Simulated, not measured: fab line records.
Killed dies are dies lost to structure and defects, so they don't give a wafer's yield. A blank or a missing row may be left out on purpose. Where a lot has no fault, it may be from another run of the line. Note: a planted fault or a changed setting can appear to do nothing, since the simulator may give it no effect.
fab line records	flow n5_finfet
record lots=5	wafers=14	last_day=16
route steps=1938 shown BEOL_M0@741 BEOL_M1@751 BEOL_M4@1111 PASSIVATION@1936
lots that met no fault: from a run of the same line without faults
start_h: hours from the record's first day to the start of the lot's first wafer shown	wait_h: hours from the lot's prior step to this one	" the same as in the row above	L1.1+2: one row covering several wafers at once	- value missing, or start not given	* or withheld: withheld	< > ~ a bound
route shown NAME@n: NAME is a module with steps in the file, n the number in the route of the first one	usual: mean/standard deviation taken from wafers without a fault	same: alike in all rows	chamber/n: place in a boat	sites: the reading at each site	_std_site: standard deviation of those values	_edge_site: inner sites' mean taken away from outer sites' mean	radius_mm: how far each site lies from the wafer's centre	mask NAME#n: copy n	behind: tool/chamber where the wafer was last shaped	hold: what put the lot on hold/how long, in hours/how the hold closed	device: transistor that didn't switch, given as n, p or np	end of line: the tests these same wafers got at the end of their route	for a step that has no rows: nothing shown but its recipe	killed: dies lost to structure and defects at the first sort, not the wafer's yield	map: the dies of a wafer, with x for killed, . for not killed, _ for no die there
set.NAME: the setting the step ran with; set.NAME@STEP: the setting that earlier step ran with	model.NAME: the simulator's own value behind a step, which no gauge read
certain route steps with their lots: each step a table, each wafer a row
services: when a tool's chamber went out of use (start_h, in hours from the record's first day, below 0 if earlier), for how many hours, and the reason
## steps
# step N5_BEOL_M0_ECD_118
# recipe material=Cu	target_thk_a=3000
# step N5_BEOL_M0_ANNEAL_119
# recipe temp_c=225	time_s=90	ambient=N2
# usual wafer_temp_C_max=225.8/0.44
lot.wafer	tool	chamber	start_h	wait_h	wafer_temp_C_max
L630.1	rtp_anneal-02	0	116.41	0.1	226.2
L630.2	"	0	"	"	226.5
L630.6	"	0	"	"	226.9
L637.1	rtp_anneal-01	0	168.57	0.1	225.3
L637.4	"	0	"	"	225.4
L637.6	"	0	"	"	225.7
L645.2	rtp_anneal-01	0	212.05	0.1	225.5
L645.4	"	0	"	"	225.6
L645.5	"	0	"	"	225.5
L648.2	rtp_anneal-02	0	230.51	0.1	226.1
L648.4	"	0	"	"	226.4
L648.5	"	0	"	"	226.9
L650.1	rtp_anneal-01	0	239.75	0.1	225.9
L650.4	"	0	"	"	225.6
# step N5_BEOL_M0_CMP_120
# recipe stop_on=SiOC	t_overpolish_s=6.9	down_force_psi=1	platen_rpm=50	clearing_platen_down_force_psi=1.5	clearing_platen_rpm=50	post_cmp_clean=cu_alkaline	clearing_platen_pad_velocity_m_s=0.99484	pad_velocity_m_s=0.99484
# step N5_BEOL_M0_PRE_CLEAN_131
# recipe gas=NH3/H2	time_s=15	temp_c=*	rf_power_w=300
# usual heater_power_w=93/17	rf_fwd_power_W=297.2/1.1
lot.wafer	tool	chamber	start_h	wait_h	heater_power_w	rf_fwd_power_W
L630.1	cvd_co-02	2	117.13	0.1	81	297.7
L630.2	"	0	"	"	99	297.9
L630.6	"	2	"	"	81	297.8
L637.1	cvd_co-02	1	169.20	0.0	123	295.5
L637.4	"	1	"	"	124	296.1
L637.6	"	2	"	"	82	297.5
L645.2	cvd_co-01	1	212.63	0.0	63	296.7
L645.4	"	1	"	"	64	295.7
L645.5	"	2	"	"	97	296.5
L648.2	cvd_co-02	0	231.21	0.0	99	298.7
L648.4	"	0	"	"	103	298.8
L648.5	"	2	"	"	85	296.2
L650.1	cvd_co-01	0	240.39	0.0	104	296.3
L650.4	"	2	"	"	96	296.9
# step N5_BEOL_M0_CO_CAP_123
# recipe material=Co	target_thk_a=20	temp_c=200	precursor=CCTBA/H2	pressure_torr=30	time_s=102.1
# usual heater_power_w=247/22
lot.wafer	tool	chamber	start_h	wait_h	heater_power_w
L630.1	cvd_co-02	2	117.19	0.0	232
L630.2	"	0	"	"	255
L630.6	"	2	"	"	239
L637.1	cvd_co-02	1	169.24	0.0	281
L637.4	"	1	"	"	279
L637.6	"	2	"	"	236
L645.2	cvd_co-01	1	212.67	0.0	212
L645.4	"	1	"	"	211
L645.5	"	2	"	"	253
L648.2	cvd_co-02	0	231.25	0.0	255
L648.4	"	0	"	"	260
L648.5	"	2	"	"	231
L650.1	cvd_co-01	0	240.43	0.0	255
L650.4	"	2	"	"	247
# step N5_BEOL_M0_PRE_CLEAN_124
# recipe gas=NH3	time_s=15	temp_c=withheld	rf_power_w=300
# step N5_BEOL_M0_DEP_125
# recipe material=SiCN	target_thk_a=80	temp_c=withheld	precursor=3MS/NH3	pressure_torr=3	rf_w=202	time_s=14
# step N5_BEOL_M0_RS_MEAS_126
# recipe thk_meas_gauge=four-point-probe	reads=Co_of_BEOL_M0_CO_CAP_123+Cu_of_BEOL_M0_ECD_118+Co_of_BEOL_M0_CVD_115+TaN_of_BEOL_M0_ALD_136
# usual M0_RS=0.540/0.02
lot.wafer	tool	chamber	start_h	wait_h	M0_RS[ohm/sq]
L630.1	film_metro-02	-	117.41	0.0	0.538
L630.2	"	-	"	"	0.502
L630.6	"	-	"	"	0.524
L637.1	film_metro-02	-	169.42	0.0	0.532
L637.4	"	-	"	"	0.506
L637.6	"	-	"	"	0.524
L645.2	film_metro-01	-	212.86	0.1	0.560
L645.4	"	-	"	"	0.541
L645.5	"	-	"	"	0.535
L648.2	film_metro-02	-	231.46	0.1	0.560
L648.4	"	-	"	"	0.555
L648.5	"	-	"	"	0.560
L650.1	film_metro-02	-	240.61	0.0	0.573
L650.4	"	-	"	"	0.531
# step N5_BEOL_M0_INSPECT_127
# recipe inspect_instrument=darkfield	mode=post_dep
# usual raw_defect_count=70/25
lot.wafer	tool	chamber	start_h	wait_h	raw_defect_count
L630.1	defect_inspect-02	-	117.43	0.0	73
L630.2	"	-	"	"	107
L630.6	"	-	"	"	55
L637.1	defect_inspect-01	-	169.45	0.0	51
L637.4	"	-	"	"	95
L637.6	"	-	"	"	32
L645.2	defect_inspect-01	-	212.88	0.0	144
L645.4	"	-	"	"	130
L645.5	"	-	"	"	107
L648.2	defect_inspect-01	-	231.49	0.0	53
L648.4	"	-	"	"	62
L648.5	"	-	"	"	60
L650.1	defect_inspect-02	-	240.64	0.0	77
L650.4	"	-	"	"	93
# step N5_BEOL_M1_ILD_DEP_00
# recipe material=SiOC	target_thk_a=790	temp_c=350	precursor=DEMS/O2	pressure_torr=5	rf_w=500	time_s=15.3
# step N5_BEOL_M1_THK_MEAS_01
# recipe reads=SiOC_of_BEOL_M1_ILD_DEP_00
# usual M1_ILD_THK=78.7/1
lot.wafer	tool	chamber	start_h	wait_h	M1_ILD_THK[nm]
L630.1	film_metro-01	-	117.54	0.0	78.3
L630.2	"	-	"	"	77.5
L630.6	"	-	"	"	80.4
L637.1	film_metro-01	-	169.55	0.0	78.6
L637.4	"	-	"	"	79.3
L637.6	"	-	"	"	79.8
L645.2	film_metro-01	-	212.99	0.1	76.7
L645.4	"	-	"	"	77.2
L645.5	"	-	"	"	79.5
L648.2	film_metro-01	-	231.59	0.1	77.4
L648.4	"	-	"	"	79.7
L648.5	"	-	"	"	79.4
L650.1	film_metro-01	-	240.74	0.0	77.2
L650.4	"	-	"	"	78.7
# step N5_BEOL_M1_PECVD_72
# recipe material=SiO2	target_thk_a=160	temp_c=400	precursor=TEOS/O2	pressure_torr=5.5	rf_w=450	teos_flow_sccm=53.8	gas=O2	flow_sccm=3000	time_s=18
# usual heater_power_w=643/55	rf_fwd_power_W=445.3/1.8	showerhead_plenum_p_Torr=8.76/0.037	throttle_valve_pct=22.1/0.81
lot.wafer	tool	chamber	start_h	wait_h	heater_power_w	rf_fwd_power_W	showerhead_plenum_p_Torr	throttle_valve_pct	model.SiO2_of_BEOL_M1_PECVD_72.thk_nm
L630.1	pecvd-01	0	117.57	0.0	573	447.1	8.72	23.4	16
L630.2	"	1	"	"	654	442.8	8.75	23.0	15.8
L630.6	"	2	"	"	581	442.3	8.77	21.7	16.4
L637.1	pecvd-01	0	169.59	0.0	650	445.6	8.73	23.6	17.6
L637.4	"	2	"	"	641	443.0	8.78	22.2	18.4
L637.6	"	0	"	"	634	446.6	8.73	23.6	16
L645.2	pecvd-02	2	213.02	0.0	654	445.1	8.83	21.9	15.4
L645.4	"	1	"	"	641	446.9	8.78	20.2	16
L645.5	"	0	"	"	575	446.7	8.75	21.5	16
L648.2	pecvd-04	2	231.63	0.0	674	448.1	8.71	21.7	15.6
L648.4	"	1	"	"	625	444.6	8.75	22.7	15.8
L648.5	"	0	"	"	736	446.2	8.74	22.3	15.6
L650.1	pecvd-04	1	240.78	0.0	653	446.1	8.75	22.6	15.6
L650.4	"	0	"	"	688	448.0	8.71	22.3	16.2
# step N5_BEOL_M1_HM_DEP_02
# recipe material=TiN	target_thk_a=200	temp_c=25	chamber_pressure_pa=0.49996
# usual throttle_valve_pct=29.8/1.2
lot.wafer	tool	chamber	start_h	wait_h	throttle_valve_pct
L630.1	pvd_sputter-02	-	119.29	1.7	30.8
L630.2	"	-	"	"	31.0
L630.6	"	-	"	"	29.8
L637.1	pvd_sputter-02	-	171.01	1.4	30.8
L637.4	"	-	"	"	29.9
L637.6	"	-	"	"	30.9
L645.2	pvd_sputter-01	-	213.98	0.9	30.6
L645.4	"	-	"	"	29.6
L645.5	"	-	"	"	30.6
L648.2	pvd_sputter-02	-	231.97	0.3	30.4
L648.4	"	-	"	"	29.8
L648.5	"	-	"	"	29.7
L650.1	pvd_sputter-03	-	242.12	1.3	30.2
L650.4	"	-	"	"	28.8
# step N5_BEOL_M1_COAT_61
# recipe resist=SOC	temp_c=250	time_s=60	spin_rpm=1500	resist_thk_nm=60
# step N5_BEOL_M1_COAT_62
# recipe resist=SiARC	temp_c=220	time_s=60	spin_rpm=1500	resist_thk_nm=12
# step N5_BEOL_M1_COAT_73
# recipe resist=underlayer	temp_c=205	time_s=60	spin_rpm=1500	resist_thk_nm=5
# step N5_BEOL_M1_COAT_05
# recipe resist=CAR-EUV	spin_rpm=1500	resist_thk_nm=30
# step N5_BEOL_M1_EBR_07
# recipe solvent=PGMEA	ebr_width_mm=1.5
# step N5_BEOL_M1_SOFTBAKE_06
# recipe temp_c=110	time_s=60	resist=CAR-EUV
# step N5_BEOL_M1_EXPOSE_08
# recipe mask_id=M1	na=0.33	source_shape=dipole	sigma_inner=0.369	sigma_outer=0.767	polarization=unpolarized	dose_mj=33
# step N5_BEOL_M1_PEB_09
# recipe peb_temp_c=100	peb_time_s=60	resist=CAR-EUV
# step N5_BEOL_M1_DEVELOP_10
# recipe develop_time_s=30	developer=TMAH	resist=CAR-EUV	rinse_liquid=surfactant_rinse	dry=air_spin	dev_temp_c=23
# step N5_BEOL_M1_CD_MEAS_11
# recipe target_cd_nm=17.05	landing_energy_ev=500	detector=se_inlens	polarity=opening
# usual cd_nm=17.00/0.23
lot.wafer	tool	chamber	start_h	wait_h	cd_nm
L630.1	cd_sem-02	0	119.68	-	17.31
L630.2	"	0	"	"	16.76
L630.6	"	0	"	"	16.92
L637.1	cd_sem-02	0	171.40	-	17.40
L637.4	"	0	"	"	17.09
L637.6	"	0	"	"	16.76
L645.2	cd_sem-01	0	214.37	-	16.99
L645.4	"	0	"	"	17.00
L645.5	"	0	"	"	17.10
L648.2	cd_sem-02	0	232.50	-	17.11
L648.4	"	0	"	"	16.96
L648.5	"	0	"	"	16.98
L650.1	cd_sem-03	0	242.51	-	17.08
L650.4	"	0	"	"	16.77
# step N5_BEOL_M1_OVL_MEAS_12
# recipe points_per_wafer=522
# usual M1_OVL=0.3/0.71
lot.wafer	tool	chamber	start_h	wait_h	M1_OVL[nm]
L630.1	overlay-01	0	119.71	0.0	-0.3
L630.2	"	0	"	"	-0.1
L630.6	"	0	"	"	0.0
L637.1	overlay-01	0	171.43	0.0	-0.6
L637.4	"	0	"	"	0.3
L637.6	"	0	"	"	0.1
L645.2	overlay-02	0	214.40	0.0	-0.5
L645.4	"	0	"	"	0.7
L645.5	"	0	"	"	-0.1
L648.2	overlay-02	0	232.54	0.0	0.5
L648.4	"	0	"	"	-0.2
L648.5	"	0	"	"	-0.6
L650.1	overlay-02	0	242.54	0.0	-0.2
L650.4	"	0	"	"	-0.7
# step N5_BEOL_M1_INSPECT_13
# recipe mode=adi	inspect_instrument=brightfield
# usual raw_defect_count=425/100
lot.wafer	tool	chamber	start_h	wait_h	raw_defect_count
L630.1	defect_inspect-01	-	119.77	0.1	339
L630.2	"	-	"	"	452
L630.6	"	-	"	"	454
L637.1	defect_inspect-01	-	171.49	0.1	307
L637.4	"	-	"	"	520
L637.6	"	-	"	"	366
L645.2	defect_inspect-02	-	214.46	0.0	599
L645.4	"	-	"	"	631
L645.5	"	-	"	"	861
L648.2	defect_inspect-02	-	232.59	0.0	414
L648.4	"	-	"	"	401
L648.5	"	-	"	"	304
L650.1	defect_inspect-02	-	242.60	0.1	560
L650.4	"	-	"	"	534
# step N5_BEOL_M1_DESCUM_16
# recipe chemistry=O2	time_s=7	source_power_w=50	bias_power_w=20	pressure_mtorr=20	rf_frequency_hz=2.712e+07	temp_c=40	resist=CAR-EUV	o2_flow_sccm=225
# step N5_BEOL_M1_ETCH_74
# recipe chemistry=N2/H2	target=underlayer	target_depth_a=65	mask_material=CAR-EUV	time_s=5.2	ion_energy_ev=200	pressure_mtorr=30	source_w=840	bias_w=150	n2_flow_sccm=200	h2_flow_sccm=200	ends=cleared
# step N5_BEOL_M1_ETCH_63
# recipe chemistry=CF4	target=SiARC	target_depth_a=156	mask_material=CAR-EUV	time_s=26	ion_energy_ev=80	pressure_mtorr=40	source_w=545	bias_w=36	Ar_flow_sccm=100	cf4_flow_sccm=100	ends=cleared
# step N5_BEOL_M1_ETCH_64
# recipe chemistry=N2/H2	target=SOC	target_depth_a=750	overetch_a=150	mask_material=SiARC	temp_c=40	time_s=112.5	ion_energy_ev=200	pressure_mtorr=30	source_w=840	bias_w=150	n2_flow_sccm=200	h2_flow_sccm=200
# step N5_BEOL_M1_STRIP_65
# recipe chemistry=N2/H2	temp_c=40	n2_flow_sccm=200	h2_flow_sccm=200	rf_frequency_hz=6e+07
# step N5_BEOL_M1_STRIP_75
# recipe chemistry=N2/H2	temp_c=40	n2_flow_sccm=200	h2_flow_sccm=200	rf_frequency_hz=6e+07
# step N5_BEOL_M1_STRIP_66
# recipe chemistry=CF4	resist=SiARC	power_w=300	bias_power_w=75	pressure_mtorr=50	cf4_flow_sccm=150	rf_frequency_hz=6e+07
# step N5_BEOL_M1_HM_OPEN_17
# recipe chemistry=Cl2/BCl3	target_depth_a=200	overetch_a=60	target=TiN	mask_material=SOC	ion_energy_ev=150	pressure_mtorr=10	icp_w=1000	bias_w=126	Cl2_flow_sccm=53.25	bcl3_flow_sccm=21.75	Ar_flow_sccm=25
# step N5_BEOL_M1_STRIP_19
# recipe chemistry=O2	power_w=400	temp_c=40	pressure_mtorr=30	rf_frequency_hz=6e+07	bias_power_w=0	overash_fraction=0.2	o2_flow_sccm=225
# usual drypump_motor_current_A=5.6/0.41	oes_product_au=0.78/0.08	rf_vpp_V=3.6/0.45	showerhead_plenum_p_Torr=2.07/0.066	throttle_valve_pct=16.74/0.23
lot.wafer	tool	chamber	start_h	wait_h	drypump_motor_current_A	oes_product_au	rf_hours_counter_h	rf_vpp_V	showerhead_plenum_p_Torr	throttle_valve_pct
L630.1	rie_diel-03	3	120.16	0.1	5.7	0.77	133	3.3	2.01	16.96
L630.2	"	0	"	"	5.7	0.78	125	3.5	1.95	16.81
L630.6	"	2	"	"	5.1	0.75	-	3.6	2.18	16.84
L637.1	rie_diel-03	2	171.98	0.2	5.1	0.73	172	2.8	2.18	16.87
L637.4	"	1	"	"	5.6	0.74	-	3.4	2.09	16.69
L637.6	"	3	"	"	5.7	0.76	-	3.8	2.00	16.99
L645.2	rie_diel-04	0	215.29	0.5	6.0	0.79	134	4.6	2.00	16.66
L645.4	"	2	"	"	4.8	0.89	42	3.6	2.05	16.46
L645.5	"	2	"	"	4.8	0.90	-	4.6	2.05	16.49
L648.2	rie_diel-04	0	232.99	0.1	6.0	0.78	140	3.0	2.00	16.67
L648.4	"	2	"	"	4.8	0.88	48	3.5	2.05	16.48
L648.5	"	3	"	"	4.9	0.71	-	3.3	2.06	16.78
L650.1	rie_diel-03	0	243.00	0.1	5.7	0.75	153	3.4	1.94	16.84
L650.4	"	2	"	"	5.2	0.70	196	3.8	2.17	16.93
# step N5_BEOL_M1_CD_MEAS_18
# recipe pitch_nm=36	target_cd_nm=18
# usual cd_nm=17.9/0.33
lot.wafer	tool	chamber	start_h	wait_h	cd_nm
L630.1	cd_sem-01	-	120.23	0.0	18.5
L630.2	"	-	"	"	17.9
L630.6	"	-	"	"	18.0
L637.1	cd_sem-01	-	172.05	0.0	17.4
L637.4	"	-	"	"	17.5
L637.6	"	-	"	"	17.8
L645.2	cd_sem-02	-	215.36	0.1	18.0
L645.4	"	-	"	"	18.1
L645.5	"	-	"	"	17.5
L648.2	cd_sem-03	-	233.06	0.1	18.1
L648.4	"	-	"	"	17.6
L648.5	"	-	"	"	18.2
L650.1	cd_sem-02	-	243.07	0.0	18.0
L650.4	"	-	"	"	17.4
# step N5_BEOL_M1_COAT_67
# recipe resist=SOC	temp_c=250	time_s=60	spin_rpm=1500	resist_thk_nm=60
# step N5_BEOL_M1_COAT_68
# recipe resist=SiARC	temp_c=220	time_s=60	spin_rpm=1500	resist_thk_nm=12
# step N5_BEOL_M1_COAT_76
# recipe resist=underlayer	temp_c=205	time_s=60	spin_rpm=1500	resist_thk_nm=5
# step N5_BEOL_M1_COAT_22
# recipe resist=CAR-EUV	spin_rpm=1500	resist_thk_nm=30
# step N5_BEOL_M1_EBR_24
# recipe solvent=PGMEA	ebr_width_mm=1.5
# step N5_BEOL_M1_SOFTBAKE_23
# recipe temp_c=110	time_s=60	resist=CAR-EUV
# step N5_BEOL_M1_HM_STRIP_39
# recipe chemistry=peroxide_tin_strip	material=TiN	target_depth_a=250	temp_c=50	time_s=158
lot.wafer	tool	chamber	start_h	wait_h	model.SiO2_of_BEOL_M1_PECVD_72.thk_nm
L630.1+2	wet_bench-04	2,3	123.50	0.0	15.8
L630.6	"	1	"	"	16.2
L637.1	wet_bench-05	0	174.11	0.0	17.6
L637.4	"	4	"	"	18.2
L637.6	"	6	"	"	15.8
L645.2	wet_bench-02	5	217.55	0.0	15.2
L645.4+5	"	4,2	"	"	15.8
L648.2+4+5	wet_bench-05	3,7,5	236.35	0.0	15.6
L650.1	wet_bench-02	7	245.26	0.0	15.4
L650.4	"	3	"	"	16
# step N5_BEOL_M1_CMP_52
# recipe stop_on=SiOC	t_overpolish_s=6.8	down_force_psi=1	platen_rpm=50	clearing_platen_down_force_psi=1.5	clearing_platen_rpm=50	post_cmp_clean=cu_alkaline	target_thk_nm=40	clearing_platen_pad_velocity_m_s=0.99484	pad_velocity_m_s=0.99484
# usual barrier_field_endpoint_s=24.7/0.69	motor_current_A=6.1/0.8	platen_rpm=50.00/0.038
lot.wafer	tool	chamber	start_h	wait_h	barrier_field_endpoint_s	motor_current_A	platen_rpm
L630.1	cmp-02	0	126.69	0.3	24.2	6.8	49.99
L630.2	"	1	"	"	25.2	7.1	49.99
L630.6	"	1	"	"	25.1	6.7	50.01
L637.4	cmp-03	2	177.85	0.7	28.8	6.7	50.03
L637.1	"	3	"	"	26.6	5.4	50.02
L637.6	"	1	"	"	25.2	7.0	49.99
L645.2	cmp-01	1	221.18	0.3	24.3	4.8	50.07
L645.4	"	2	"	"	25.0	6.8	50.02
L645.5	"	0	"	"	24.6	6.3	49.99
L648.4	cmp-03	3	241.69	0.1	23.7	5.3	50.04
L648.2	"	2	"	"	24.6	6.5	50.00
L648.5	"	0	"	"	23.9	5.3	49.97
L650.4	cmp-01	0	250.28	0.1	23.7	6.6	50.02
L650.1	"	3	"	"	23.4	5.6	49.97
# step N5_BEOL_M4_RC_MEAS_101
# usual DIBL_N=35.9/1.7	DIBL_P=35.8/2.2	IOFF_N=0.15/0.03	IOFF_P=0.21/0.036	ION_N=674/12	ION_P=463/7.2	SS_N=71.3/0.59	SS_P=73.1/0.69	VT_N=250/3	VT_P=-251/3.2
lot.wafer	tool	chamber	start_h	wait_h	DIBL_N[mV/V]	DIBL_P[mV/V]	IOFF_N[nA/um]	IOFF_P[nA/um]	ION_N[uA/um]	ION_P[uA/um]	SS_N[mV/dec]	SS_P[mV/dec]	VT_N[mV]	VT_P[mV]
L630.1	prober-02	0	160.27	0.0	34.4	34.6	0.13	0.19	672	464	71.2	72.9	251	-253
L630.2	"	0	"	"	35.9	36.8	0.15	0.22	674	472	71.2	73.7	251	-249
L630.6	"	0	"	"	35.3	36.3	0.14	0.21	672	466	71.1	73.3	248	-252
L637.1	prober-02	0	216.42	0.0	39.7	41.3	0.23	0.28	699	477	72.9	74.5	244	-247
L637.4	"	0	"	"	39.4	41.2	0.25	0.29	699	473	72.5	74.0	242	-246
L637.6	"	0	"	"	38.7	40.3	0.21	0.26	696	473	72.3	73.9	246	-248
L645.2	prober-01	0	268.94	0.2	34.4	36.4	0.15	0.19	675	463	71.0	73.3	250	-250
L645.4	"	0	"	"	36.4	38.8	0.18	0.23	679	461	71.9	73.9	248	-250
L645.5	"	0	"	"	32.5	34.2	0.12	0.16	669	467	70.7	73.5	254	-251
L648.2	prober-02	0	279.76	0.2	36.3	32.9	0.15	0.18	678	464	71.9	72.9	251	-253
L648.4	"	0	"	"	31.7	27.9	0.08	0.13	649	452	69.9	71.2	258	-254
L648.5	"	0	"	"	36.8	33.6	0.15	0.19	676	462	70.8	72.8	252	-252
L650.1	prober-02	0	292.92	0.0	37.5	37.8	0.18	0.26	683	476	71.2	73.2	248	-246
L650.4	"	0	"	"	36.1	36.4	0.15	0.26	665	468	71.5	72.7	250	-246
# step N5_PASSIVATION_PROBE_49
# usual defect_limited_yield=91.0/1.5	killed_at_M0_to_M3=35/12	killed_at_M4_up=15/5.8	killed_at_contacts=14/7.2	killed_at_front_end=40/10	killed_at_other=3/3	killed_dies=106/18	killed_open=68/14	killed_short=35/7.2	sort_bin_5_function=5.2/0.96	sort_bin_6_memory=3.3/0.69	sort_bin_8_speed=0.00/0.022	sort_n_pass=1074/18	sort_yield_pct=91.0/1.5
# same gross_dies=1180	killed_at_back_side=0	sort_bin_4_leakage[%]=0
lot.wafer	tool	chamber	start_h	wait_h	defect_limited_yield[%]	killed_at_M0_to_M3	killed_at_M4_up	killed_at_contacts	killed_at_front_end	killed_at_other	killed_dies	killed_open	killed_short	sort_bin_5_function[%]	sort_bin_6_memory[%]	sort_bin_8_speed[%]	sort_n_pass	sort_yield_pct[%]
L630.1	prober-02	-	263.95	0.0	92.2	25	9	20	38	0	92	67	24	4.2	3.2	0	1088	92.2
L630.2	prober-02	-	264.00	0.1	89.7	33	14	27	45	2	121	80	35	5.4	4.0	0	1059	89.7
L630.6	prober-02	-	264.20	0.3	92.1	39	8	15	26	5	93	59	33	5.1	2.5	0	1087	92.1
L637.1	prober-01	-	315.28	0.0	91.3	24	20	5	52	2	103	70	32	5.7	3.0	0	1077	91.3
L637.4	prober-01	-	315.43	0.2	91.1	33	13	5	52	2	105	62	39	5.0	3.2	0	1075	91.1
L637.6	prober-01	-	315.53	0.3	91.1	33	12	6	50	4	105	67	36	5.1	3.5	0	1075	91.1
L648.2	prober-02	-	381.45	0.1	89.9	44	19	12	43	1	119	75	40	5.3	4.2	0	1061	89.9
L648.4	prober-02	-	381.55	0.2	90.0	37	17	20	41	3	118	82	36	5.8	4.0	0	1062	90.0
L648.5	prober-02	-	381.60	0.2	89.7	41	16	20	41	3	121	81	39	6.6	3.3	0	1059	89.7
# killed by level:class
L630.1 MOL_CONTACT_COAG:geometric_particle:open=18 FIN_SAQP:geometric_particle:open=12 FIN_SAQP:geometric_particle:short=9 BEOL_M2:geometric_particle:open=8 DUMMY_GATE:geometric_particle:open=5 BEOL_M0_SAQP:geometric_particle:open=4 STI_FIN_REVEAL:geometric_particle:open=3 GATE_CUT:geometric_particle:open=3
L630.2 MOL_CONTACT_COAG:geometric_particle:open=18 BEOL_M1:geometric_particle:open=12 BEOL_M0_SAQP:geometric_particle:open=11 MOL_CONTACT_COAG:geometric_particle:short=9 FIN_SAQP:geometric_particle:open=8 FIN_SAQP:geometric_particle:short=7 DUMMY_GATE:geometric_particle:open=5 BEOL_M3:geometric_particle:open=5
L630.6 BEOL_M1:geometric_particle:open=13 MOL_CONTACT_COAG:geometric_particle:open=11 FIN_SAQP:geometric_particle:open=9 BEOL_M0_SAQP:geometric_particle:open=8 BEOL_M0_SAQP:geometric_particle:short=7 FIN_SAQP:geometric_particle:short=5 MOL_CONTACT_COAG:geometric_particle:short=4 BEOL_M2:geometric_particle:short=3
L637.1 STI_FIN_REVEAL:geometric_particle:open=20 BEOL_M4:geometric_particle:open=9 FIN_SAQP:geometric_particle:short=6 GATE_CUT:geometric_particle:short=5 MOL_CONTACT_COAG:geometric_particle:open=5 BEOL_M5:geometric_particle:open=5 FIN_SAQP:geometric_particle:open=4 BEOL_M1:geometric_particle:open=4
L637.4 FIN_SAQP:geometric_particle:short=11 FIN_SAQP:geometric_particle:open=9 BEOL_M0_SAQP:geometric_particle:open=8 STI_FIN_REVEAL:geometric_particle:open=7 BEOL_M0_SAQP:geometric_particle:short=7 BEOL_M3:geometric_particle:open=6 STI_FIN_REVEAL:geometric_particle:short=5 MOL_CONTACT_COAG:geometric_particle:open=5
L637.6 STI_FIN_REVEAL:geometric_particle:open=16 BEOL_M0_SAQP:geometric_particle:short=12 BEOL_M0_SAQP:geometric_particle:open=11 FIN_SAQP:geometric_particle:short=8 BEOL_M4:geometric_particle:open=8 FIN_SAQP:geometric_particle:open=6 ILD0:geometric_particle:short=5 MOL_CONTACT_COAG:geometric_particle:open=4
L648.2 BEOL_M0_SAQP:geometric_particle:short=17 BEOL_M0_SAQP:geometric_particle:open=13 BEOL_M4:geometric_particle:open=11 FIN_SAQP:geometric_particle:open=10 MOL_CONTACT_COAG:geometric_particle:open=8 DUMMY_GATE:geometric_particle:open=7 FIN_SAQP:geometric_particle:short=5 STARTING-WAFER:geometric_particle:open=5
L648.4 MOL_CONTACT_COAG:geometric_particle:open=14 BEOL_M0_SAQP:geometric_particle:open=12 STI_FIN_REVEAL:geometric_particle:open=11 BEOL_M4:geometric_particle:open=11 FIN_SAQP:geometric_particle:open=8 DUMMY_GATE:geometric_particle:open=7 MOL_CONTACT_COAG:geometric_particle:short=6 BEOL_M1:geometric_particle:short=6
L648.5 MOL_CONTACT_COAG:geometric_particle:open=17 BEOL_M0_SAQP:geometric_particle:short=13 BEOL_M0_SAQP:geometric_particle:open=13 DUMMY_GATE:geometric_particle:open=11 STI_FIN_REVEAL:geometric_particle:open=8 BEOL_M4:geometric_particle:open=6 GATE_CUT:geometric_particle:open=5 BEOL_M1:geometric_particle:open=5
## services
tool	chamber	start_h	hours	kind
pvd_sputter-02	-	98.41	3.3	repair
rie_diel-03	1	101.96	13.8	repair
cmp-01	-	112.66	0.5	repair
cvd_co-02	1	114.67	-	clean
pvd_sputter-03	-	118.41	4.7	repair
pvd_sputter-01	-	119.28	0.6	repair
cmp-03	-	127.03	4.0	pm
cmp-02	-	131.08	4.9	pm
rie_diel-04	3	133.22	25.4	repair
cmp-02	-	138.64	0.2	repair
wet_bench-05	-	155.66	3.8	repair
rie_diel-04	-	156.34	0.4	repair
pecvd-02	2	156.89	8.1	repair
rie_diel-03	0	159.43	22.4	repair
cmp-03	-	159.89	5.9	pm
cmp-01	-	162.70	15.1	pm
cmp-03	-	179.01	1.8	repair
rie_diel-03	0	188.15	20.7	repair
rtp_anneal-01	-	213.17	4.2	pm
wet_bench-05	-	220.35	3.3	repair
cvd_co-02	-	225.47	2.8	pm
cmp-01	-	229.35	2.4	repair
cmp-02	-	229.35	4.1	pm
cmp-02	-	233.66	4.0	pm
## key
first_sign step=N5_BEOL_M1_CMP_52	reading=barrier_field_endpoint_s	direction=up	sigmas=4.3	usual=24.7	struck=27.7
effect none on later readings
model_effect step=N5_BEOL_M1_PECVD_72	value=SiO2_of_BEOL_M1_PECVD_72.thk_nm	without=16	struck=18
model_effect step=N5_BEOL_M1_HM_STRIP_39	value=SiO2_of_BEOL_M1_PECVD_72.thk_nm	without=15.8	struck=17.9
met_at N5_BEOL_M1_PECVD_72
struck_wafers L637.1,L637.4
onset_between 117.57 169.59
fault kind=process_parameter_drift	tool=pecvd-01	chamber=-	onset_h=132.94	steps=N5_BEOL_M1_PECVD_72	channel=time_s	offset=*	shape=step	end_h=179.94	scope=struck_wafers_only	acts_in=*	stated=*
